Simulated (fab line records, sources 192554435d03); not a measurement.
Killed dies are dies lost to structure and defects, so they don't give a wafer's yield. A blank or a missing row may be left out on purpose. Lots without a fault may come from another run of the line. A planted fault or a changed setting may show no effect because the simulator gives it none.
Which tool did it? | flow n5_finfet | 9 lots, 27 wafers sampled, at 3 steps of a route of 1938

WHAT THE GAUGES READ, wafer by wafer
N5_BEOL_M11_RS_MEAS_57: measures by four-point-probe.
lot  | measured     | on            | M11_RS (ohm/sq)
L894 | day 11 17:05 | film_metro-01 | 0.145 0.152 0.149
L902 | day 12 19:37 | film_metro-02 | 0.148 0.148 0.148
L900 | day 13 20:55 | film_metro-01 | 0.151 0.150 0.147
L906 | day 15 01:50 | film_metro-02 | 0.146 0.139 0.148
L908 | day 15 09:08 | film_metro-01 | 0.147 0.155 0.148
L910 | day 15 21:28 | film_metro-01 | 0.146 0.136 0.150
L914 | day 16 14:56 | film_metro-01 | 0.150 0.145 0.149
L915 | day 17 08:31 | film_metro-02 | 0.150 0.151 0.147
L916 | day 17 17:31 | film_metro-02 | 0.149 0.149 0.150

WHICH TOOL RAN EACH LOT (tool, then ch and the chambers of the sampled wafers, then the start)
lot  | N5_BEOL_M11_TRENCH_ETCH_37         | N5_BEOL_M11_ETCH_41
L894 | rie_diel-04 ch 0,1, day 11 13:50   | rie_diel-04 ch 0,1, day 11 14:01 or earlier
L902 | rie_diel-04 ch 0,2, day 12 16:56   | rie_diel-04 ch 0,2, day 12 17:07 or earlier
L900 | rie_diel-04 ch 0,1,2, day 13 17:55 | rie_diel-04 ch 0,1,2, day 13 18:06 or earlier
L906 | rie_diel-04 ch 0,1,2, day 14 22:19 | rie_diel-04 ch 0,1,2, day 14 22:29 or earlier
L908 | rie_diel-02 ch 0,1, day 15 04:24   | rie_diel-02 ch 0,1, day 15 04:35 or earlier
L910 | rie_diel-04 ch 0,1,2, day 15 17:49 | rie_diel-04 ch 0,1,2, day 15 17:59 or earlier
L914 | rie_diel-02 ch 1,3, day 16 10:59   | rie_diel-02 ch 1,3, day 16 11:10 or earlier
L915 | rie_diel-05 ch 0,2,3, day 17 06:07 | rie_diel-05 ch 0,2,3, day 17 06:17 or earlier
L916 | rie_diel-05 ch 0,3, day 17 14:55   | rie_diel-05 ch 0,3, day 17 15:06 or earlier
- N5_BEOL_M11_TRENCH_ETCH_37: etches SiCOH lowk in C4F6/O2, target depth 148.83 nm, time 48 s.
- N5_BEOL_M11_ETCH_41: etches SiCN in CH3F/O2, target depth 42.6 nm, time 86 s.

THE ANSWER, worked out from the rows above alone
Rule: what is usual is taken from the lots themselves. Put in order of their means at a reading, lots are off if they are a third of the lots or fewer, leave a main group of 4 or more, and stand apart from it by a gap of 3 or more times the standard deviation of the main group's means; of several such gaps the widest counts. A main group whose means are all the same, to the digits that the tables above print for the reading, isn't used. A lot without any number at a reading at which 4 lots or more have one is off too. The other lots that the step has rows for count as sound.
Off: L906, L910, at N5_BEOL_M11_RS_MEAS_57 (M11_RS). The main group: mean 0.149 ohm/sq, standard deviation 0.0007.
A tool fits if, at a process step before that reading, it ran every lot that is off, and no sound lot after the first of them. The gauges at N5_BEOL_M11_RS_MEAS_57 are tried like those tools. N5_BEOL_M11_ETCH_41 gives no start for some lots, so the hours and the order of its lots are those of N5_BEOL_M11_OCD_MEAS_38. One fits: rie_diel-04 at N5_BEOL_M11_TRENCH_ETCH_37 and N5_BEOL_M11_ETCH_41. At N5_BEOL_M11_TRENCH_ETCH_37 its last sound lot is L900 (day 13 17:55), its first lot that is off L906 (day 14 22:19): a fault that began between those two fits.

WHAT THE SIMULATOR HAD PUT IN
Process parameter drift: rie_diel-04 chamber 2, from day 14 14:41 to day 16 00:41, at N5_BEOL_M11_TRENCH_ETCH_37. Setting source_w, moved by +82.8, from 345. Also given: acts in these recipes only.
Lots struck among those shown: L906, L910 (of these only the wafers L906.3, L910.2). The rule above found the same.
